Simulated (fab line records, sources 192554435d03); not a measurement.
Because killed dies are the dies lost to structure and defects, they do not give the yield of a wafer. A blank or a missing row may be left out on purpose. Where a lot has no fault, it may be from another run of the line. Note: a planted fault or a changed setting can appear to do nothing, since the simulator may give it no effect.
fab line records	flow n5Finfet
record lots=8	wafers=24	lastDay=17
route steps=1938 shown GATE_CUT@492 BEOL_M4@1111
lots untouched by any fault: they come from a run of this same line in which no faults occurred
startH: the number of hours between the record's first day and the start of the first shown wafer of the lot	waitH: time in hours since the lot's previous step	" identical to the entry in the row above	L1.1+2: a single row standing in for several wafers	- no value present, or no start provided	* or withheld: withheld	< > ~ a bound
route shown NAME@n: names a module that has steps shown in the file, with the first one's number in the route	usual: the fault-free wafers' mean and standard deviation	same: alike in all rows	chamber/n: place in a boat	sites: per-site readings	_std_site: their standard deviation	_edge_site: mean of outer sites minus mean of inner sites	radiusMm: how far each site lies from the wafer's centre	mask NAME#n: copy n	behind: tool/chamber where the wafer was last shaped	hold: why the lot was held/for how many hours/how that ended	device: transistor that didn't switch, given as n, p or np	end of line: at the end of the route, the tests of the same wafers	for a step that has no rows: nothing shown but its recipe	killed: at the first sort, the dies lost to defects and structure; wafer yield is something else	map: the dies of a wafer, with x for killed, . for not killed, _ for no die there
set.NAME: the setting that was run; set.NAME@STEP: the one run at that earlier step	model.NAME: the simulator's own value behind a step, which no gauge read
the route's steps for a sample of lots (tables are steps, rows are wafers)
services: the hour from which a tool's chamber was out of use, counted from the record's first day as startH (under 0 if before that day), plus the number of hours and why
## steps
# step N5_GATE_CUT_ETCH_36
# recipe chemistry=CF4	target=SiARC	targetDepthA=130	maskMaterial=CAR-EUV	timeS=21.7	ionEnergyEv=80	pressureMtorr=40	sourceW=545	biasW=36	Ar_flow_sccm=100	cf4FlowSccm=100	ends=cleared
# usual chamberPressureMTorr=40.00/0.036	drypumpMotorCurrentA=5.8/0.5	etchRfOnTimeS=21.7/0.48	oesProductAu=0.66/0.069	rfVppV=184.5/1	showerheadPlenumPTorr=2.18/0.06	throttleValvePct=15.57/0.18
lot.wafer	tool	chamber	startH	waitH	chamberPressureMTorr	drypumpMotorCurrentA	etchRfOnTimeS	oesProductAu	rfHoursCounterH	rfVppV	showerheadPlenumPTorr	throttleValvePct
L574.2	rieDiel-02	2	102.55	0.0	40.08	6.5	22.3	0.62	184	184.6	2.12	15.69
L574.3	"	1	"	"	40.03	5.8	21.2	0.66	135	185.3	2.14	15.29
L574.5	"	2	"	"	39.97	6.5	22.1	0.62	-	184.7	2.12	15.69
L580.1	rieDiel-02	2	138.09	0.0	40.07	6.5	22.3	0.62	191	184.4	2.12	15.69
L580.5	"	2	"	"	40.05	6.5	22.3	0.61	-	184.1	2.12	15.71
L580.6	"	3	"	"	39.97	5.6	21.2	0.61	-	180.9	2.03	15.69
L581.1	rieDiel-02	2	145.58	0.0	39.97	6.5	22.2	0.61	194	184.2	2.12	15.71
L581.2	"	1	"	"	39.97	5.8	21.4	0.66	144	183.5	2.13	15.31
L581.4	"	3	"	"	40.02	5.6	21.2	0.60	249	182.6	2.03	15.70
L585.3	rieDiel-01	3	169.89	0.0	39.98	6.3	21.8	0.63	183	182.8	2.14	15.69
L585.4	"	0	"	"	40.01	5.8	21.1	0.79	21	184.3	2.19	15.58
L585.5	"	3	"	"	40.04	6.3	21.9	0.62	-	183.5	2.14	15.66
L587.1	rieDiel-01	3	184.46	0.0	40.04	6.3	21.6	0.62	188	184.4	2.14	15.68
L587.4	"	1	"	"	39.96	5.9	21.5	0.74	48	185.0	2.27	15.46
L587.5	"	2	"	"	40.03	5.7	21.9	0.61	-	185.5	2.20	15.32
L590.3	rieDiel-03	1	205.75	0.0	40.05	6.0	21.8	0.63	174	183.4	2.24	15.84
L590.4	"	3	"	"	40.00	5.9	21.8	0.60	185	183.7	2.20	15.76
L590.6	"	0	"	"	39.96	6.7	22.1	0.63	-	183.9	2.17	15.66
L592.1	rieDiel-01	2	211.51	0.0	40.03	5.7	22.1	0.60	205	183.9	2.20	15.37
L592.4	"	1	"	"	40.02	5.9	21.4	0.74	-	186.1	2.27	15.49
L592.6	"	2	"	"	39.98	5.7	22.3	0.61	-	184.6	2.20	15.35
L594.1	rieDiel-02	2	224.85	0.0	40.02	6.4	22.2	0.61	219	184.4	2.11	15.78
L594.2	"	1	"	"	39.94	5.7	21.7	0.63	169	184.7	2.12	15.35
L594.5	"	0	"	"	40.01	5.1	21.5	0.59	-	184.6	2.19	15.72
# step N5_GATE_CUT_STRIP_41
# recipe chemistry=CF4	resist=SiARC	powerW=300	biasPowerW=75	pressureMtorr=50	cf4FlowSccm=150	rfFrequencyHz=6e+07
# usual chamberPressureMTorr=50.00/0.044	drypumpMotorCurrentA=5.8/0.5	oesProductAu=0.177/0.017	rfVppV=271.7/1.4	showerheadPlenumPTorr=1.82/0.051	throttleValvePct=13.56/0.19
lot.wafer	tool	chamber	startH	waitH	chamberPressureMTorr	drypumpMotorCurrentA	oesProductAu	rfHoursCounterH	rfVppV	showerheadPlenumPTorr	throttleValvePct
L574.2	rieDiel-02	2	102.72	0.0	50.06	6.5	0.168	185	271.5	1.77	13.66
L574.3	"	1	"	"	49.96	5.8	0.178	135	271.6	1.79	13.29
L574.5	"	2	"	"	49.96	6.4	0.168	-	272.1	1.77	13.67
L580.1	rieDiel-02	2	138.26	0.0	49.96	6.4	0.166	191	270.1	1.77	13.66
L580.5	"	2	"	"	49.97	6.5	0.172	-	271.2	1.77	13.69
L580.6	"	3	"	"	49.99	5.6	0.163	-	269.0	1.70	13.70
L581.1	rieDiel-02	2	145.75	0.0	50.04	6.5	0.169	194	269.1	1.77	13.69
L581.2	"	1	"	"	50.03	5.7	0.181	144	270.8	1.78	13.32
L581.4	"	3	"	"	50.01	5.6	0.160	249	269.2	1.70	13.71
L585.3	rieDiel-01	3	170.06	0.0	49.93	6.3	0.169	183	270.1	1.81	13.72
L585.4	"	0	"	"	50.00	5.8	0.209	21	273.0	1.84	13.55
L585.5	"	3	"	"	49.99	6.3	0.170	-	271.0	1.81	13.73
L587.1	rieDiel-01	3	184.63	0.0	50.02	6.4	0.169	188	269.8	1.80	13.73
L587.4	"	1	"	"	49.89	5.9	0.197	48	273.8	1.91	13.43
L587.5	"	2	"	"	50.06	5.7	0.170	-	273.1	1.84	13.33
L590.3	rieDiel-03	1	205.92	0.0	49.99	6.0	0.170	174	273.0	1.87	13.78
L590.4	"	3	"	"	49.96	5.9	0.164	185	272.1	1.85	13.78
L590.6	"	0	"	"	50.04	6.7	0.166	-	272.2	1.81	13.60
L592.1	rieDiel-01	2	211.68	0.0	50.00	5.7	0.169	205	271.9	1.83	13.35
L592.4	"	1	"	"	49.94	5.9	0.197	-	273.7	1.90	13.45
L592.6	"	2	"	"	49.98	5.7	0.164	-	271.9	1.83	13.36
L594.1	rieDiel-02	2	225.02	0.0	49.95	6.4	0.161	219	269.2	1.76	13.74
L594.2	"	1	"	"	50.04	5.8	0.170	169	270.3	1.78	13.35
L594.5	"	0	"	"	50.04	5.0	0.159	-	272.0	1.83	13.72
# step N5_GATE_CUT_ETCH_19
# recipe chemistry=CH3F/O2	target=SiNx	maskMaterial=SiO2	targetDepthA=537	timeS=76.7	pressureMtorr=30	sourceW=395	biasW=73	Ar_flow_sccm=150	CH3F_flow_sccm=30	O2_flow_sccm=20	ionEnergyEv=120	ends=cleared
# usual CH3F_flow_sccm=30.00/0.096	chamberPressureMTorr=29.994/0.024	drypumpMotorCurrentA=5.8/0.5	etchRfOnTimeS=77.1/1.4	oesProductAu=0.66/0.068	rfVppV=298/8	showerheadPlenumPTorr=2.04/0.059	throttleValvePct=16.31/0.17
lot.wafer	tool	chamber	startH	waitH	CH3F_flow_sccm	chamberPressureMTorr	drypumpMotorCurrentA	etchRfOnTimeS	oesProductAu	rfHoursCounterH	rfVppV	showerheadPlenumPTorr	throttleValvePct
L574.2	rieDiel-02	2	102.78	0.0	29.84	29.986	6.4	79.7	0.61	185	285	1.99	16.48
L574.3	"	1	"	"	29.98	30.006	5.8	76.1	0.67	135	297	2.00	16.07
L574.5	"	2	"	"	30.00	29.994	6.4	79.6	0.62	-	285	1.99	16.49
L580.1	rieDiel-02	2	138.32	0.0	29.92	29.993	6.5	80.3	0.61	191	287	1.98	16.50
L580.5	"	2	"	"	29.86	29.974	6.5	60.9	0.72	-	286	1.98	16.51
L580.6	"	3	"	"	30.14	30.044	5.5	76.7	0.60	-	291	1.89	16.45
L581.1	rieDiel-02	2	145.81	0.0	29.84	30.043	6.5	79.8	0.61	194	285	1.98	16.52
L581.2	"	1	"	"	29.93	29.956	5.8	58.4	0.77	144	296	2.00	16.10
L581.4	"	3	"	"	29.85	29.982	5.6	76.4	0.60	249	292	1.89	16.45
L585.3	rieDiel-01	3	170.12	0.0	29.84	30.001	6.3	77.4	0.62	183	299	1.99	16.34
L585.4	"	0	"	"	29.96	29.935	5.8	74.7	0.78	21	296	2.04	16.27
L585.5	"	3	"	"	29.94	30.006	6.3	76.7	0.63	-	298	1.99	16.34
L587.1	rieDiel-01	3	184.69	0.0	30.14	29.965	6.3	77.3	0.62	188	297	1.99	16.34
L587.4	"	1	"	"	30.06	29.985	5.9	76.3	0.73	48	306	2.12	16.17
L587.5	"	2	"	"	30.06	29.993	5.7	78.3	0.61	-	312	2.07	16.08
L590.3	rieDiel-03	1	205.98	0.0	30.21	29.979	6.1	76.7	0.63	174	294	2.09	16.55
L590.4	"	3	"	"	29.97	29.977	5.9	76.3	0.61	185	306	2.06	16.48
L590.6	"	0	"	"	30.09	29.970	6.8	77.7	0.65	-	288	2.03	16.44
L592.1	rieDiel-01	2	211.74	0.0	29.76	29.966	5.7	78.4	0.61	205	312	2.06	16.11
L592.4	"	1	"	"	29.79	30.010	5.9	75.2	0.73	-	307	2.12	16.20
L592.6	"	2	"	"	29.92	30.004	5.7	77.6	0.60	-	314	2.06	16.11
L594.1	rieDiel-02	2	225.08	0.0	29.95	30.017	6.5	78.0	0.61	219	286	1.98	16.54
L594.2	"	1	"	"	30.21	29.989	5.8	76.9	0.64	169	298	1.99	16.13
L594.5	"	0	"	"	29.99	30.034	5.1	76.5	0.59	-	292	2.05	16.47
# step N5_GATE_CUT_ETCH_47
# recipe chemistry=Cl2/BCl3	target=SiO2	targetDepthA=100	pressureMtorr=10	icpW=1000	biasW=126	Cl2_flow_sccm=53.25	bcl3FlowSccm=21.75	Ar_flow_sccm=25
# usual chamberPressureMTorr=10.001/0.0092	drypumpMotorCurrentA=5.47/0.28	oesProductAu=0.73/0.13	throttleValvePct=22.97/0.18
lot.wafer	tool	chamber	startH	waitH	chamberPressureMTorr	drypumpMotorCurrentA	oesProductAu	rfHoursCounterH	throttleValvePct
L574.2	rieMetal-01	1	103.03	0.0	10.003	5.47	0.58	139	23.00
L574.3	"	0	"	"	10.004	5.21	0.57	-	23.13
L574.5	"	1	"	"	9.991	5.47	0.59	-	23.01
L580.1	rieMetal-01	1	138.73	0.1	10.013	5.48	0.57	142	23.03
L580.5	"	1	"	"	10.004	5.49	0.58	-	23.02
L580.6	"	1	"	"	10.006	5.48	0.57	-	23.04
L581.1	rieMetal-01	1	146.22	0.1	9.992	5.47	0.57	143	23.02
L581.2	"	1	"	"	10.006	5.48	0.58	-	23.02
L581.4	"	1	"	"	9.995	5.49	0.57	-	23.03
L585.3	rieMetal-02	0	170.38	0.0	10.002	5.03	0.79	-	22.93
L585.4	"	1	"	"	10.017	6.00	0.64	-	22.94
L585.5	"	0	"	"	9.999	5.04	0.79	-	22.93
L587.1	rieMetal-03	1	184.95	0.0	10.000	5.58	0.69	73	23.06
L587.4	"	1	"	"	10.006	5.62	0.69	-	23.07
L587.5	"	0	"	"	9.999	5.58	0.66	-	23.22
L590.3	rieMetal-03	0	206.25	0.0	10.001	5.59	0.68	-	23.21
L590.4	"	1	"	"	10.000	5.63	0.69	-	23.08
L590.6	"	1	"	"	10.001	5.62	0.69	-	23.07
L592.1	rieMetal-03	0	212.00	0.0	10.002	5.53	0.66	98	23.21
L592.4	"	0	"	"	10.003	5.53	0.66	-	23.21
L592.6	"	0	"	"	9.996	5.53	0.67	-	23.23
L594.1	rieMetal-01	0	225.34	0.0	10.012	5.22	0.90	9	22.77
L594.2	"	1	"	"	10.013	5.47	0.93	5	22.60
L594.5	"	1	"	"	10.002	5.48	0.93	-	22.60
# step N5_BEOL_M4_RC_MEAS_101
# usual DIBL_N=36.2/1.7	DIBL_P=36.6/1.9	IOFF_N=0.16/0.032	IOFF_P=0.21/0.037	ION_N=675/12	ION_P=460/8.1	SS_N=71.4/0.58	SS_P=73.4/0.64	VT_N=249/3.2	VT_P=-252/3.4
lot.wafer	tool	chamber	startH	waitH	DIBL_N[mV/V]	DIBL_P[mV/V]	IOFF_N[nA/um]	IOFF_P[nA/um]	ION_N[uA/um]	ION_P[uA/um]	SS_N[mV/dec]	SS_P[mV/dec]	VT_N[mV]	VT_P[mV]
L574.2	prober-02	0	183.29	0.2	38.1	38.5	0.19	0.23	682	462	72.5	73.5	248	-250
L574.3	"	0	"	"	34.9	35.8	0.14	0.19	657	450	71.9	72.8	253	-253
L574.5	"	0	"	"	36.7	37.3	0.17	0.21	676	462	71.4	73.5	250	-253
L580.1	prober-02	0	208.18	0.0	35.6	36.2	0.16	0.19	684	463	71.6	73.1	248	-250
L580.5	"	0	"	"	33.9	33.8	0.12	0.15	671	455	71.2	73.2	253	-254
L580.6	"	0	"	"	34.7	35.1	0.14	0.17	676	463	71.1	73.2	249	-253
L581.1	prober-02	0	226.69	0.0	38.8	41.1	0.20	0.27	688	473	71.6	74.6	245	-250
L581.2	"	0	"	"	34.4	35.3	0.12	0.17	658	454	70.9	72.6	252	-256
L581.4	"	0	"	"	37.4	38.8	0.18	0.23	693	465	71.7	73.9	247	-253
L585.3	prober-02	0	247.01	0.3	38.6	41.4	0.21	0.26	679	467	72.2	74.4	246	-249
L585.4	"	0	"	"	34.5	36.3	0.13	0.18	668	460	71.0	72.3	253	-252
L585.5	"	0	"	"	37.6	40.2	0.18	0.23	681	464	71.9	73.9	247	-254
L587.1	prober-01	0	265.51	0.0	35.6	36.4	0.15	0.20	665	455	71.0	73.4	251	-249
L587.4	"	0	"	"	37.8	38.3	0.20	0.23	670	455	72.0	73.8	246	-251
L587.5	"	0	"	"	35.9	36.5	0.15	0.21	678	462	71.7	73.6	251	-252
L590.3	prober-02	0	282.12	0.3	36.1	38.3	0.17	0.23	681	468	71.4	73.1	244	-250
L590.4	"	0	"	"	34.3	35.7	0.14	0.19	670	466	70.0	73.2	251	-252
L590.6	"	0	"	"	35.9	37.9	0.17	0.22	683	465	70.7	73.0	248	-250
L592.1	prober-02	0	290.30	0.0	36.0	35.2	0.16	0.22	677	469	70.8	73.1	249	-249
L592.4	"	0	"	"	37.7	37.2	0.18	0.24	697	471	71.9	73.8	247	-246
L592.6	"	0	"	"	37.8	37.0	0.19	0.25	692	472	71.6	73.7	248	-247
L594.1	prober-02	0	296.75	0.0	37.0	35.9	0.16	0.21	680	465	71.2	72.9	249	-253
L594.2	"	0	"	"	35.7	34.2	0.13	0.19	666	460	69.8	72.2	254	-250
L594.5	"	0	"	"	37.2	37.3	0.17	0.23	684	469	71.0	73.9	249	-247
## services
tool	chamber	startH	hours	kind
rieDiel-01	0	83.87	-	clean
rieDiel-01	0	83.87	-	consumableReplace:focusRing
rieDiel-01	0	83.87	18.3	scheduledDown
rieDiel-01	0	83.87	18.3	ventCycle
rieDiel-03	1	85.69	1.9	repair
rieDiel-01	-	94.95	0.5	repair
rieMetal-03	0	98.98	3.1	repair
rieDiel-02	-	105.28	14.6	pm
rieMetal-02	1	105.80	7.8	repair
rieMetal-01	-	109.91	0.7	repair
rieMetal-01	0	133.43	-	clean
rieMetal-01	0	133.43	16.4	scheduledDown
rieMetal-01	0	133.43	16.4	ventCycle
rieDiel-02	3	147.89	-	clean
rieDiel-02	3	147.89	-	consumableReplace:esc
rieDiel-02	3	147.89	-	consumableReplace:focusRing
rieDiel-02	3	147.89	-	consumableReplace:showerhead
rieDiel-02	3	147.89	19.6	scheduledDown
rieDiel-02	3	147.89	19.6	ventCycle
rieMetal-01	1	153.13	-	clean
rieMetal-01	1	153.13	13.4	scheduledDown
rieDiel-03	-	172.67	0.3	repair
rieDiel-03	1	193.13	8.5	repair
rieMetal-02	-	224.92	2.8	pm
## key
firstSign step=N5_GATE_CUT_ETCH_19	reading=etchRfOnTimeS	direction=down	sigmas=13	usual=*	struck=*
effect none on later readings
metAt N5_GATE_CUT_ETCH_19
struckLots L580,L581
struckWafers L580.5,L581.2
notActingAt N5_GATE_CUT_ETCH_36,N5_GATE_CUT_STRIP_41,N5_GATE_CUT_ETCH_47
onsetBetween 102.78 138.32
fault kind=processParameterDrift	tool=rieDiel-02	chamber=-	onsetH=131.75	steps=N5_GATE_CUT_ETCH_19	channel=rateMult	offset=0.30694	shape=step	endH=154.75	scope=struckWafersOnly
